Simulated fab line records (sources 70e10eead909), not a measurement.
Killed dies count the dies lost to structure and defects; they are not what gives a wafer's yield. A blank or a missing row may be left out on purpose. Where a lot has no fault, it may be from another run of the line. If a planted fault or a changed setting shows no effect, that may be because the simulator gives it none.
Chamber matching | flow nand-harc | NHARC_P_M0_STRIP_18 on rie-diel-11 has 4 sister chambers
The step strips in N2/H2. 4 wafers are shown with their chamber, then 11 later ones without.

== EACH WAFER AND ITS CHAMBER ==
wafer  | chamber | showerhead-plenum-p-Torr (Torr)
L083.2 | 0       | 1.88
L083.3 | 2       | 1.95
L083.4 | 1       | 1.89
L086.4 | 3       | 2.05

== WAFERS MISSING THEIR CHAMBER ==
wafer  | showerhead-plenum-p-Torr (Torr)
L086.5 | 1.88
L086.6 | 1.89
L089.2 | 2.22
L089.5 | 1.88
L089.6 | 2.22
L095.2 | 1.94
L095.5 | 1.94
L095.6 | 2.05
L096.1 | 2.05
L096.3 | 1.94
L096.6 | 1.88

== WHICH CHAMBER EACH WENT THROUGH ==
wafer  | from the rows above               | in truth
L086.5 | can't be placed: 0 or 1 or 2      | 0
L086.6 | can't be placed: 1 or 0 or 2      | 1
L089.2 | can't be placed: 3 or 2           | 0
L089.5 | can't be placed: 0 or 1 or 2      | 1
L089.6 | can't be placed: 3 or 2           | 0
L095.2 | can't be placed: 2 or 1 or 0 or 3 | 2
L095.5 | can't be placed: 2 or 1 or 0 or 3 | 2
L095.6 | can't be placed: 3 or 2           | 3
L096.1 | can't be placed: 3 or 2           | 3
L096.3 | can't be placed: 2 or 1 or 0 or 3 | 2
L096.6 | can't be placed: 0 or 1 or 2      | 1
Placed correctly: 0 of 11. From these rows, 11 cannot be placed; in 9 the true chamber is one of the candidates. Wrongly placed: 0.
How it was worked out, from the rows above alone: a wafer's distance from a chamber is the root of the sum, over the readings, of the square of ((its reading less the chamber's mean) divided by the reading's scatter). The wafer belongs to the nearest chamber; if the next one is less than 2 further off, it can't be placed. A chamber's mean is the mean of its shown wafers. The scatter: root of mean squared gap, hidden wafer to nearest shown wafer, with one shown wafer a chamber.
